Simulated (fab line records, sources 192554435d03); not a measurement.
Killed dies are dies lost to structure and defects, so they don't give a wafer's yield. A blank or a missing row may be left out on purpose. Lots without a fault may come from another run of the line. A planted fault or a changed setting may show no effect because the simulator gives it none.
Chamber matching | flow n5_finfet | N5_BEOL_M0_ETCH_128 on rie_diel-01: 4 sister chambers
The step etches SiCN in CF4/N2, target depth 12 nm, overetch 5.1 nm, time 21.4 s. 22 wafers are shown with their chamber, then 11 later ones without.

WAFERS WITH THEIR CHAMBER
wafer  | chamber | drypump_motor_current_A (A) | throttle_valve_pct (%) | showerhead_plenum_p_Torr (Torr)
L074.2 | 1       | 5.7                         | 15.18                  | 2.15
L074.3 | 0       | 6.2                         | 15.49                  | 2.13
L074.5 | 0       | 6.2                         | 15.48                  | 2.13
L075.3 | 2       | 5.6                         | 15.17                  | 2.22
L075.4 | 0       | 6.3                         | 15.48                  | 2.13
L075.6 | 3       | 5.5                         | 15.61                  | 2.15
L079.1 | 2       | 5.6                         | 15.17                  | 2.21
L079.3 | 0       | 6.3                         | 15.51                  | 2.12
L079.6 | 3       | 5.4                         | 15.64                  | 2.14
L083.2 | 2       | 5.6                         | 15.20                  | 2.21
L083.3 | 3       | 5.4                         | 15.64                  | 2.14
L083.4 | 0       | 6.2                         | 15.52                  | 2.12
L084.4 | 0       | 6.2                         | 15.53                  | 2.12
L084.5 | 2       | 5.6                         | 15.22                  | 2.21
L084.6 | 1       | 5.7                         | 15.23                  | 2.14
L085.3 | 1       | 5.8                         | 15.23                  | 2.14
L085.4 | 3       | 5.4                         | 15.67                  | 2.14
L085.5 | 2       | 5.6                         | 15.20                  | 2.21
L088.1 | 2       | 5.6                         | 15.21                  | 2.21
L088.3 | 0       | 6.3                         | 15.55                  | 2.12
L088.4 | 1       | 5.8                         | 15.26                  | 2.14
L089.1 | 3       | 5.4                         | 15.66                  | 2.14

SIGNATURES (means of the wafers above)
reading                  | chamber 0 | chamber 1 | chamber 2 | chamber 3 | scatter within a chamber
drypump_motor_current_A  | 6.243     | 5.750     | 5.600     | 5.420     | 0.0442
throttle_valve_pct       | 15.5086   | 15.2250   | 15.1950   | 15.6440   | 0.0257
showerhead_plenum_p_Torr | 2.1243    | 2.1425    | 2.2117    | 2.1420    | 0.00477
Rule: a wafer's distance from a chamber is the root of the sum, over the readings, of the square of ((its reading less the chamber's mean) divided by the reading's scatter). The wafer belongs to the nearest chamber; if the next one is less than 2 further off, it can't be placed. The scatter: the root of (the sum of the squares of (reading less its chamber's mean) over the shown wafers, divided by (wafers less chambers)).

WAFERS WITHOUT THEIR CHAMBER
wafer  | drypump_motor_current_A (A) | throttle_valve_pct (%) | showerhead_plenum_p_Torr (Torr)
L089.2 | 5.6                         | 15.22                  | 2.21
L089.6 | 5.7                         | 15.24                  | 2.14
L092.1 | 5.6                         | 15.24                  | 2.20
L092.3 | 5.4                         | 15.68                  | 2.13
L092.4 | 6.2                         | 15.54                  | 2.11
L093.1 | 5.6                         | 15.23                  | 2.20
L093.2 | 6.2                         | 15.56                  | 2.11
L093.5 | 6.2                         | 15.57                  | 2.11
L094.1 | 5.6                         | 15.26                  | 2.20
L094.3 | 5.8                         | 15.27                  | 2.13
L094.5 | 5.4                         | 15.68                  | 2.13

WHICH CHAMBER EACH WENT THROUGH
wafer  | from the rows above | in truth
L089.2 | 2                   | 2
L089.6 | 1                   | 1
L092.1 | 2                   | 2
L092.3 | 3                   | 3
L092.4 | 0                   | 0
L093.1 | 2                   | 2
L093.2 | 0                   | 0
L093.5 | 0                   | 0
L094.1 | 2                   | 2
L094.3 | 1                   | 1
L094.5 | 3                   | 3
Placed correctly: 11 of 11. Can't be placed from these rows: 0. Placed wrongly: 0.
